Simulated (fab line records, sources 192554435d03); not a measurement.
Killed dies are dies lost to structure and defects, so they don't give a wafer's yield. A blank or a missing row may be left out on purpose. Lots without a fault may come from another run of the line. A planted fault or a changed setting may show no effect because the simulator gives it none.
fab line records | flow n5_finfet
record lots=5 wafers=14 last_day=16
route steps=1938 shown BEOL_M6@1254 BEOL_M7@1263
lots that met no fault: from a run of the same line without faults
start_h: hours from the record's first day to the start of the lot's first wafer shown | wait_h: hours since the lot's step before | " the same as in the row above | L1.1+2: a row that stands for several wafers | - no value, or no start given | * or withheld: withheld | < > ~ a bound
route shown NAME@n: a module of which the file shows steps, and the number in the route of the first | usual: mean/standard deviation of fault-free wafers | same: alike in all rows | chamber/n: place in a boat | sites: the reading at each site | _std_site: their standard deviation | _edge_site: outer sites' mean less inner sites' | radius_mm: how far each site lies from the wafer's centre | mask NAME#n: copy n | behind: the tool/chamber that last shaped the wafer | hold: why the lot was held/for how many hours/how that ended | device: the transistor (n, p or np) that didn't switch | end of line: the same wafers' tests at the end of the route | a step without rows: its recipe alone | killed: dies lost to structure and defects at the first sort, not the wafer's yield | map: a wafer's dies, x killed, . not, _ none there
set.NAME: the setting as run; set.NAME@STEP: as run at that earlier step | model.NAME: the simulator's own value behind a step, which no gauge read
lots at some steps of the route; a table a step, a row a wafer
services: from which hour (start_h, from the record's first day; less than 0 if before it) a tool's chamber was out of use, for how many hours, and why
## steps
# step N5_BEOL_M6_SPUTTER_48
# recipe material=Cu target_thk_a=100 temp_c=-20 bias_v=60 power_w=26000 chamber_pressure_pa=0.13 time_s=1.667
# step N5_BEOL_M6_ECD_50
# recipe material=Cu target_thk_a=3000
# step N5_BEOL_M6_ANNEAL_51
# recipe temp_c=225 time_s=90 ambient=N2
# step N5_BEOL_M6_CMP_52
# recipe stop_on=SiCOH_lowk t_overpolish_s=6.9 down_force_psi=1 platen_rpm=50 clearing_platen_down_force_psi=1.5 clearing_platen_rpm=50 post_cmp_clean=cu_alkaline target_thk_nm=80 clearing_platen_pad_velocity_m_s=0.99484 pad_velocity_m_s=0.99484
# step N5_BEOL_M6_THK_MEAS_53
# recipe thk_meas_gauge=xrf reads=Cu_of_BEOL_M6_ECD_50
# usual M6_THK=79.7/2
# columns lot.wafer tool chamber start_h wait_h M6_THK[nm]
L445.2 film_metro-02 - 225.15 - 79.0
L445.3 " - " " 80.4
L445.6 " - " " 81.4
L447.3 film_metro-01 - 226.32 - 79.8
L447.4 " - " " 78.2
L447.6 " - " " 78.4
L455.2 film_metro-02 - 287.84 - 82.7
L455.6 " - " " 79.1
L458.1 film_metro-01 - 295.80 - 78.4
L458.3 " - " " 78.5
L458.4 " - " " 79.3
L459.1 film_metro-02 - 303.31 - 79.7
L459.2 " - " " 83.2
L459.6 " - " " 81.6
# step N5_BEOL_M6_PRE_CLEAN_55
# recipe gas=NH3 time_s=15 temp_c=withheld rf_power_w=300
# step N5_BEOL_M6_DEP_56
# recipe material=SiCN target_thk_a=100 temp_c=withheld precursor=3MS/NH3 pressure_torr=3 rf_w=202 time_s=17.5
# step N5_BEOL_M6_RS_MEAS_57
# recipe thk_meas_gauge=four-point-probe reads=Cu_of_BEOL_M6_ECD_50+Co_of_BEOL_M6_CVD_78+TaN_of_BEOL_M6_ALD_77
# usual M6_RS=0.285/0.0082
# columns lot.wafer tool chamber start_h wait_h M6_RS[ohm/sq]
L445.2 film_metro-02 - 225.28 0.1 0.287
L445.3 " - " " 0.281
L445.6 " - " " 0.280
L447.3 film_metro-02 - 226.45 0.1 0.283
L447.4 " - " " 0.289
L447.6 " - " " 0.289
L455.2 film_metro-02 - 287.97 0.1 0.269
L455.6 " - " " 0.284
L458.1 film_metro-01 - 295.93 0.1 0.294
L458.3 " - " " 0.294
L458.4 " - " " 0.290
L459.1 film_metro-02 - 303.44 0.1 0.285
L459.2 " - " " 0.272
L459.6 " - " " 0.277
# step N5_BEOL_M6_INSPECT_58
# recipe inspect_instrument=darkfield mode=post_dep
# usual raw_defect_count=65/20
# columns lot.wafer tool chamber start_h wait_h raw_defect_count
L445.2 defect_inspect-02 - 225.30 0.0 47
L445.3 " - " " 35
L445.6 " - " " 43
L447.3 defect_inspect-02 - 226.47 0.0 45
L447.4 " - " " 36
L447.6 " - " " 43
L455.2 defect_inspect-01 - 288.00 0.0 44
L455.6 " - " " 75
L458.1 defect_inspect-02 - 295.95 0.0 37
L458.3 " - " " 74
L458.4 " - " " 48
L459.1 defect_inspect-01 - 303.47 0.0 74
L459.2 " - " " 51
L459.6 " - " " 60
# step N5_BEOL_M7_ILD_DEP_00
# recipe material=SiCOH_lowk target_thk_a=1797.5 temp_c=300 precursor=DEMS/porogen pressure_torr=5 rf_w=500 time_s=33.4
# usual heater_power_w=305/47 showerhead_plenum_p_Torr=5.743/0.014 throttle_valve_pct=13.9/0.65
# columns lot.wafer tool chamber start_h wait_h heater_power_w showerhead_plenum_p_Torr throttle_valve_pct
L445.2 pecvd-02 2 225.34 0.0 263 5.746 13.9
L445.3 " 0 " " 375 5.730 14.8
L445.6 " 1 " " 338 5.741 14.1
L447.3 pecvd-03 1 226.51 0.0 309 5.759 14.3
L447.4 " 1 " " 312 5.766 14.6
L447.6 " 2 " " 211 5.734 13.1
L455.2 pecvd-01 2 288.04 0.0 352 5.748 12.7
L455.6 " 0 " " 272 5.742 13.5
L458.1 pecvd-03 2 295.99 0.0 237 5.726 13.0
L458.3 " 1 " " 313 5.753 14.5
L458.4 " 0 " " 275 5.744 14.1
L459.1 pecvd-03 2 303.51 0.0 241 5.725 12.8
L459.2 " 1 " " 320 5.773 14.3
L459.6 " 2 " " 245 5.741 13.2
# step N5_BEOL_M7_CURE_74
# recipe temp_c=385 time_s=240 ambient=He/Ar material=SiCOH_lowk
# step N5_BEOL_M7_THK_MEAS_01
# recipe reads=SiCOH_lowk_of_BEOL_M7_ILD_DEP_00
# usual M7_ILD_THK=155.4/2.1
# columns lot.wafer tool chamber start_h wait_h M7_ILD_THK[nm]
L445.2 film_metro-01 - 225.92 0.4 154.2
L445.3 " - " " 155.3
L445.6 " - " " 157.1
L447.3 film_metro-02 - 227.09 0.3 156.3
L447.4 " - " " 159.2
L447.6 " - " " 160.0
L455.2 film_metro-02 - 288.61 0.4 153.4
L455.6 " - " " 153.1
L458.1 film_metro-02 - 296.71 0.4 154.2
L458.3 " - " " 151.8
L458.4 " - " " 154.2
L459.1 film_metro-02 - 304.11 0.4 154.5
L459.2 " - " " 151.9
L459.6 " - " " 156.3
# step N5_BEOL_M7_PECVD_70
# recipe material=SiO2 target_thk_a=200 temp_c=400 precursor=TEOS/O2 pressure_torr=5.5 rf_w=450 teos_flow_sccm=53.8 gas=O2 flow_sccm=3000 time_s=22.7
# usual heater_power_w=700/89 showerhead_plenum_p_Torr=8.80/0.047 throttle_valve_pct=22.5/0.96
# columns lot.wafer tool chamber start_h wait_h heater_power_w showerhead_plenum_p_Torr throttle_valve_pct model.SiO2_of_BEOL_M7_PECVD_70.thk_nm
L445.2 pecvd-03 2 225.95 0.0 596 8.75 20.7 19.4
L445.3 " 0 " " 589 8.75 22.9 19.4
L445.6 " 0 " " 597 8.77 22.8 20
L447.3 pecvd-01 1 227.12 0.0 913 8.85 22.4 20
L447.4 " 0 " " 602 8.73 21.8 20.2
L447.6 " 1 " " 890 8.84 22.6 20.2
L455.2 pecvd-01 2 288.65 0.0 731 8.84 20.0 27.4
L455.6 " 0 " " 579 8.75 21.8 20.4
L458.1 pecvd-03 1 296.75 0.0 673 8.90 23.0 19.6
L458.3 " 2 " " 557 8.74 21.1 19.6
L458.4 " 2 " " 537 8.77 21.2 20
L459.1 pecvd-03 1 304.14 0.0 751 8.86 23.2 20
L459.2 " 2 " " 570 8.78 21.0 19.8
L459.6 " 1 " " 742 8.87 23.3 20.4
# step N5_BEOL_M7_HM_DEP_02
# recipe material=TiN target_thk_a=200 temp_c=25 chamber_pressure_pa=0.49996
# step N5_BEOL_M7_COAT_59
# recipe resist=SOC temp_c=250 time_s=60 spin_rpm=1500 resist_thk_nm=100
# step N5_BEOL_M7_COAT_60
# recipe resist=SiARC temp_c=220 time_s=60 spin_rpm=1500 resist_thk_nm=35
# step N5_BEOL_M7_COAT_05
# recipe resist=CAR-ArF spin_rpm=1500 resist_thk_nm=90
# step N5_BEOL_M7_EBR_07
# recipe solvent=PGMEA ebr_width_mm=1.5
# step N5_BEOL_M7_SOFTBAKE_06
# recipe temp_c=110 time_s=60 resist=CAR-ArF
# step N5_BEOL_M7_EXPOSE_08
# recipe mask_id=M7 na=1.35 source_shape=dipole sigma_inner=0.817 sigma_outer=0.97 polarization=te dose_mj=68.25
# step N5_BEOL_M7_PEB_09
# recipe peb_temp_c=withheld peb_time_s=60 resist=CAR-ArF
# step N5_BEOL_M7_DEVELOP_10
# recipe develop_time_s=30 developer=TMAH resist=CAR-ArF rinse_liquid=diw dry=air_spin dev_temp_c=23
# step N5_BEOL_M7_CD_MEAS_11
# recipe target_cd_nm=38.5 landing_energy_ev=500 detector=se_inlens polarity=opening
# usual cd_nm=38.4/0.52
# columns lot.wafer tool chamber start_h wait_h cd_nm
L445.2 cd_sem-02 0 227.64 - 38.8
L445.3 " 0 " " 39.0
L445.6 " 0 " " 38.6
L447.3 cd_sem-01 0 228.19 - 39.0
L447.4 " 0 " " 38.6
L447.6 " 0 " " 38.5
L455.2 cd_sem-02 0 290.14 - 37.9
L455.6 " 0 " " 38.4
L458.1 cd_sem-02 0 297.36 - 38.2
L458.3 " 0 " " 38.2
L458.4 " 0 " " 38.0
L459.1 cd_sem-03 0 306.74 - 37.9
L459.2 " 0 " " 38.7
L459.6 " 0 " " 37.8
# step N5_BEOL_M7_OVL_MEAS_12
# recipe points_per_wafer=44
# usual M7_OVL=0.4/0.61
# columns lot.wafer tool chamber start_h wait_h M7_OVL[nm]
L445.2 overlay-01 0 227.67 0.0 -0.1
L445.3 " 0 " " -0.2
L445.6 " 0 " " 0.4
L447.3 overlay-02 0 228.22 0.0 0.8
L447.4 " 0 " " 0.7
L447.6 " 0 " " 0.0
L455.2 overlay-01 0 290.17 0.0 0.3
L455.6 " 0 " " -0.2
L458.1 overlay-01 0 297.40 0.0 0.0
L458.3 " 0 " " 0.3
L458.4 " 0 " " 1.0
L459.1 overlay-01 0 306.78 0.0 0.4
L459.2 " 0 " " -0.7
L459.6 " 0 " " 0.2
# step N5_BEOL_M7_INSPECT_13
# recipe mode=adi inspect_instrument=brightfield
# usual raw_defect_count=388/96
# columns lot.wafer tool chamber start_h wait_h raw_defect_count
L445.2 defect_inspect-02 - 227.70 0.0 365
L445.3 " - " " 276
L445.6 " - " " 302
L447.3 defect_inspect-01 - 228.24 0.0 307
L447.4 " - " " 268
L447.6 " - " " 341
L455.2 defect_inspect-01 - 290.20 0.0 417
L455.6 " - " " 626
L458.1 defect_inspect-01 - 297.42 0.0 320
L458.3 " - " " 398
L458.4 " - " " 429
L459.1 defect_inspect-01 - 306.80 0.0 382
L459.2 " - " " 315
L459.6 " - " " 418
# step N5_BEOL_M7_DESCUM_16
# recipe chemistry=O2 time_s=7.9 source_power_w=50 bias_power_w=20 pressure_mtorr=20 rf_frequency_hz=2.712e+07 temp_c=40 resist=CAR-ArF o2_flow_sccm=225
# step N5_BEOL_M7_ETCH_61
# recipe chemistry=CF4 target=SiARC target_depth_a=455 mask_material=CAR-ArF time_s=75.8 ion_energy_ev=80 pressure_mtorr=40 source_w=545 bias_w=36 Ar_flow_sccm=100 cf4_flow_sccm=100 ends=cleared
# usual bias_w=36.01/0.11 drypump_motor_current_A=5.5/0.48 etch_rf_on_time_s=74.9/1.8 oes_product_au=0.69/0.085 rf_vpp_V=184.3/1.1 showerhead_plenum_p_Torr=2.16/0.07 throttle_valve_pct=15.53/0.3
# columns lot.wafer tool chamber start_h wait_h bias_w drypump_motor_current_A etch_rf_on_time_s oes_product_au rf_hours_counter_h rf_vpp_V showerhead_plenum_p_Torr throttle_valve_pct
L445.2 rie_diel-04 2 227.77 0.0 36.19 4.7 72.8 0.75 39 185.4 2.28 15.45
L445.3 " 0 " " 36.08 5.4 75.3 0.76 31 182.5 2.10 15.36
L445.6 " 1 " " 36.21 5.1 74.3 0.82 - 184.1 2.18 15.17
L447.3 rie_diel-01 3 228.31 0.0 36.00 5.7 73.9 0.60 208 184.5 2.22 15.71
L447.4 " 1 " " 35.95 6.0 72.3 0.83 15 184.2 2.10 15.06
L447.6 " 2 " " 35.86 5.4 77.6 0.60 - 184.1 2.12 15.78
L455.2 rie_diel-04 2 290.33 0.0 35.87 4.7 74.6 0.73 57 185.4 2.28 15.52
L455.6 " 3 " " 35.94 5.9 77.1 0.58 - 183.3 2.03 16.09
L458.1 rie_diel-02 1 297.49 0.0 36.06 5.6 75.3 0.61 193 186.3 2.23 15.90
L458.3 " 0 " " 36.11 6.5 75.1 0.76 26 184.6 2.18 15.01
L458.4 " 3 " " 36.09 4.9 75.7 0.70 80 184.8 2.09 15.72
L459.1 rie_diel-01 2 306.87 0.0 35.96 5.4 76.5 0.59 217 184.4 2.12 15.85
L459.2 " 3 " " 36.06 5.7 74.0 0.58 232 184.6 2.21 15.74
L459.6 " 3 " " 35.79 5.7 73.2 0.58 - 184.0 2.21 15.76
# step N5_BEOL_M7_ETCH_62
# recipe chemistry=N2/H2 target=SOC target_depth_a=1100 overetch_a=220 mask_material=SiARC temp_c=40 time_s=165 ion_energy_ev=200 pressure_mtorr=30 source_w=840 bias_w=150 n2_flow_sccm=200 h2_flow_sccm=200
# usual bias_w=150.0/0.45 drypump_motor_current_A=5.5/0.48 oes_product_au=0.68/0.078 rf_vpp_V=524.5/2.5 showerhead_plenum_p_Torr=2.57/0.087 throttle_valve_pct=17.73/0.26
# columns lot.wafer tool chamber start_h wait_h bias_w drypump_motor_current_A oes_product_au rf_hours_counter_h rf_vpp_V showerhead_plenum_p_Torr throttle_valve_pct
L445.2 rie_diel-04 2 227.82 0.0 149.3 4.7 0.73 39 527.2 2.71 17.71
L445.3 " 0 " " 150.4 5.4 0.76 31 521.4 2.48 17.61
L445.6 " 1 " " 149.7 5.1 0.81 - 525.3 2.61 17.49
L447.3 rie_diel-01 3 228.36 0.0 149.3 5.7 0.58 208 525.2 2.61 17.69
L447.4 " 1 " " 149.6 6.0 0.80 15 522.0 2.47 17.12
L447.6 " 2 " " 150.4 5.4 0.61 - 523.1 2.55 18.16
L455.2 rie_diel-04 2 290.38 0.0 149.8 4.7 0.71 57 529.3 2.70 17.74
L455.6 " 3 " " 150.2 5.9 0.58 - 521.7 2.39 18.15
L458.1 rie_diel-02 1 297.54 0.0 150.7 5.6 0.61 193 525.0 2.61 17.83
L458.3 " 0 " " 150.1 6.5 0.75 26 525.4 2.60 17.38
L458.4 " 3 " " 150.2 4.9 0.69 80 520.7 2.47 17.99
L459.1 rie_diel-01 2 306.92 0.0 149.8 5.4 0.59 217 522.8 2.54 18.19
L459.2 " 3 " " 150.4 5.7 0.57 232 524.9 2.60 17.73
L459.6 " 3 " " 149.9 5.7 0.57 - 525.3 2.60 17.74
# step N5_BEOL_M7_STRIP_68
# recipe chemistry=N2/H2 temp_c=40 n2_flow_sccm=200 h2_flow_sccm=200 rf_frequency_hz=6e+07
# step N5_BEOL_M7_STRIP_67
# recipe chemistry=CF4 resist=SiARC power_w=300 bias_power_w=75 pressure_mtorr=50 cf4_flow_sccm=150 rf_frequency_hz=6e+07
# usual drypump_motor_current_A=5.5/0.47 oes_product_au=0.80/0.092 rf_vpp_V=271.5/1.5 showerhead_plenum_p_Torr=1.81/0.057 throttle_valve_pct=13.5/0.32
# columns lot.wafer tool chamber start_h wait_h drypump_motor_current_A oes_product_au rf_hours_counter_h rf_vpp_V showerhead_plenum_p_Torr throttle_valve_pct
L445.2 rie_diel-04 2 227.97 0.0 4.7 0.87 39 272.8 1.91 13.4
L445.3 " 0 " " 5.4 0.90 31 269.6 1.76 13.3
L445.6 " 1 " " 5.1 0.95 - 273.0 1.83 13.1
L447.3 rie_diel-01 3 228.51 0.0 5.7 0.68 208 272.6 1.86 13.7
L447.4 " 1 " " 6.0 0.94 15 270.6 1.75 13.0
L447.6 " 2 " " 5.4 0.71 - 271.2 1.77 13.8
L455.2 rie_diel-04 2 290.53 0.0 4.7 0.84 57 272.9 1.91 13.5
L455.6 " 3 " " 5.9 0.69 - 269.2 1.71 14.2
L458.1 rie_diel-02 1 297.69 0.0 5.6 0.72 193 271.9 1.87 13.9
L458.3 " 0 " " 6.5 0.90 26 271.8 1.81 13.0
L458.4 " 3 " " 5.0 0.81 80 270.1 1.76 13.7
L459.1 rie_diel-01 2 307.07 0.0 5.4 0.69 217 271.5 1.77 13.8
L459.2 " 3 " " 5.7 0.68 232 272.4 1.86 13.8
L459.6 " 3 " " 5.7 0.68 - 271.8 1.86 13.8
# step N5_BEOL_M7_HM_OPEN_17
# recipe chemistry=Cl2/BCl3 target_depth_a=200 overetch_a=60 target=TiN mask_material=SOC ion_energy_ev=150 pressure_mtorr=10 icp_w=1000 bias_w=126 Cl2_flow_sccm=53.25 bcl3_flow_sccm=21.75 Ar_flow_sccm=25
# usual bias_w=126.0/0.33 drypump_motor_current_A=5.6/0.33 oes_product_au=0.72/0.067 throttle_valve_pct=22.11/0.18
# columns lot.wafer tool chamber start_h wait_h bias_w drypump_motor_current_A oes_product_au rf_hours_counter_h throttle_valve_pct
L445.2 rie_metal-01 0 228.01 0.0 126.3 5.1 0.72 20 21.96
L445.3 " 1 " " 125.9 5.5 0.76 - 21.96
L445.6 " 1 " " 126.0 5.5 0.76 - 21.96
L447.3 rie_metal-03 1 228.58 0.1 125.6 5.7 0.75 - 21.97
L447.4 " 0 " " 126.5 5.7 0.68 - 22.04
L447.6 " 1 " " 125.6 5.7 0.76 - 21.95
L455.2 rie_metal-03 0 290.58 0.0 126.3 5.6 0.67 41 22.03
L455.6 " 1 " " 126.3 5.7 0.74 - 21.97
L458.1 rie_metal-02 0 297.73 0.0 125.3 6.3 0.80 1 22.05
L458.3 " 0 " " 125.7 6.2 0.80 - 22.06
L458.4 " 1 " " 125.2 5.3 0.76 - 22.42
L459.1 rie_metal-03 1 307.11 0.0 126.0 5.7 0.72 19 21.98
L459.2 " 0 " " 125.9 5.6 0.65 43 22.05
L459.6 " 1 " " 126.3 5.7 0.72 - 21.98
# step N5_BEOL_M7_STRIP_19
# recipe chemistry=O2 power_w=400 temp_c=40 pressure_mtorr=30 rf_frequency_hz=6e+07 bias_power_w=0 overash_fraction=0.2 o2_flow_sccm=225
# step N5_BEOL_M7_CD_MEAS_18
# recipe pitch_nm=80 target_cd_nm=40
# usual cd_nm=40.0/0.64
# columns lot.wafer tool chamber start_h wait_h cd_nm
L445.2 cd_sem-02 - 228.19 0.1 40.7
L445.3 " - " " 40.4
L445.6 " - " " 41.3
L447.3 cd_sem-03 - 228.74 0.1 40.5
L447.4 " - " " 40.7
L447.6 " - " " 40.0
L455.2 cd_sem-02 - 290.85 0.1 39.3
L455.6 " - " " 39.8
L458.1 cd_sem-03 - 297.91 0.0 39.3
L458.3 " - " " 39.6
L458.4 " - " " 39.2
L459.1 cd_sem-02 - 307.29 0.0 39.4
L459.2 " - " " 40.1
L459.6 " - " " 39.0
# step N5_BEOL_M7_COAT_63
# recipe resist=SOC temp_c=250 time_s=60 spin_rpm=1500 resist_thk_nm=60
# step N5_BEOL_M7_COAT_64
# recipe resist=SiARC temp_c=220 time_s=60 spin_rpm=1500 resist_thk_nm=12
# step N5_BEOL_M7_COAT_71
# recipe resist=underlayer temp_c=205 time_s=60 spin_rpm=1500 resist_thk_nm=5
# step N5_BEOL_M7_COAT_22
# recipe resist=CAR-EUV spin_rpm=1500 resist_thk_nm=30
# step N5_BEOL_M7_EBR_24
# recipe solvent=PGMEA ebr_width_mm=1.5
# step N5_BEOL_M7_SOFTBAKE_23
# recipe temp_c=110 time_s=60 resist=CAR-EUV
# step N5_BEOL_M7_EXPOSE_25
# recipe mask_id=V6 na=0.33 source_shape=annular sigma_inner=0.4 sigma_outer=0.8 polarization=unpolarized target_cd_nm=40 dose_mj=42.5
# step N5_BEOL_M7_PEB_26
# recipe peb_temp_c=100 peb_time_s=60 resist=CAR-EUV
# step N5_BEOL_M7_DEVELOP_27
# recipe develop_time_s=30 developer=TMAH resist=CAR-EUV rinse_liquid=surfactant_rinse dry=air_spin dev_temp_c=23
# step N5_BEOL_M7_HM_STRIP_39
# recipe chemistry=peroxide_tin_strip material=TiN target_depth_a=250 temp_c=50 time_s=158
# columns lot.wafer tool chamber start_h wait_h model.SiO2_of_BEOL_M7_PECVD_70.thk_nm
L445.2 wet_bench-04 4 229.45 0.0 19.2
L445.3 " 7 " " 19.4
L445.6 " 0 " " 19.8
L447.3 wet_bench-04 5 231.68 0.0 19.8
L447.4+6 " 1,0 " " 20
L455.2 wet_bench-04 0 294.17 0.0 27.2
L455.6 " 5 " " 20.2
L458.1+3 wet_bench-03 2,0 301.32 0.0 19.4
L458.4 " 1 " " 19.8
L459.1 wet_bench-04 1 308.19 0.0 19.8
L459.2 " 5 " " 19.6
L459.6 " 2 " " 20.2
# step N5_BEOL_M7_CMP_52
# recipe stop_on=SiCOH_lowk t_overpolish_s=6.9 down_force_psi=1 platen_rpm=50 clearing_platen_down_force_psi=1.5 clearing_platen_rpm=50 post_cmp_clean=cu_alkaline target_thk_nm=80 clearing_platen_pad_velocity_m_s=0.99484 pad_velocity_m_s=0.99484
# usual barrier_field_endpoint_s=28.8/0.75 motor_current_A=6.1/0.63 slurry_flow_ml_min=149.9/0.45
# columns lot.wafer tool chamber start_h wait_h barrier_field_endpoint_s motor_current_A slurry_flow_ml_min
L445.2 cmp-02 2 232.31 0.2 28.0 5.5 149.8
L445.3 " 3 " " 27.8 5.6 150.3
L445.6 " 2 " " 29.0 6.0 149.6
L447.3 cmp-02 1 233.57 0.2 29.9 6.5 149.6
L447.4 " 2 " " 29.2 5.6 149.8
L447.6 " 2 " " 29.5 5.7 149.8
L455.2 cmp-02 3 296.63 0.3 37.0 5.5 149.4
L455.6 " 2 " " 29.1 5.6 150.2
L458.1 cmp-04 1 303.29 0.3 28.7 5.9 150.1
L458.4 " 2 " " 29.4 5.5 149.9
L458.3 " 3 " " 29.1 7.3 149.9
L459.1 cmp-01 3 310.77 0.3 28.8 7.6 150.2
L459.2 " 1 " " 29.4 5.9 150.3
L459.6 " 3 " " 29.9 7.2 150.8
## services
# columns tool chamber start_h hours kind
rie_metal-02 1 206.40 14.0 repair
cmp-04 - 206.70 4.0 pm
cmp-02 - 208.01 1.8 repair
cmp-04 - 217.95 6.5 repair
cmp-01 - 218.47 1.5 repair
pecvd-01 - 219.34 6.0 pm
rie_metal-02 0 219.95 4.2 repair
rie_diel-02 0 227.10 2.8 repair
pecvd-01 2 234.42 2.5 repair
rie_metal-03 - 234.61 0.4 repair
cmp-01 - 241.90 1.7 repair
cmp-01 - 256.66 12.8 pm
rie_metal-01 - 263.39 0.9 repair
rie_diel-02 1 264.14 12.0 repair
pecvd-03 2 270.65 2.1 repair
pecvd-03 1 288.67 5.5 scheduled_down
rie_diel-04 3 301.14 - clean
rie_diel-04 3 301.14 - consumable_replace:focus_ring
rie_diel-04 3 301.14 - consumable_replace:showerhead
rie_diel-04 3 301.14 14.8 scheduled_down
rie_diel-04 3 301.14 14.8 vent_cycle
pecvd-03 0 303.45 5.0 repair
pecvd-02 - 303.54 3.5 repair
cmp-04 - 308.37 1.9 repair
## key
first_sign step=N5_BEOL_M7_CMP_52 reading=barrier_field_endpoint_s direction=up sigmas=11 usual=28.8 struck=37.0
effect none on later readings
model_effect step=N5_BEOL_M7_PECVD_70 value=SiO2_of_BEOL_M7_PECVD_70.thk_nm without=20 struck=27.4
model_effect step=N5_BEOL_M7_HM_STRIP_39 value=SiO2_of_BEOL_M7_PECVD_70.thk_nm without=20 struck=27.2
met_at N5_BEOL_M7_PECVD_70
struck_wafers L455.2
onset_between 227.12 288.65
fault kind=process_parameter_drift tool=pecvd-01 chamber=- onset_h=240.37 steps=N5_BEOL_M7_PECVD_70 channel=time_s offset=* shape=step end_h=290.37 scope=struck_wafers_only acts_in=* stated=*
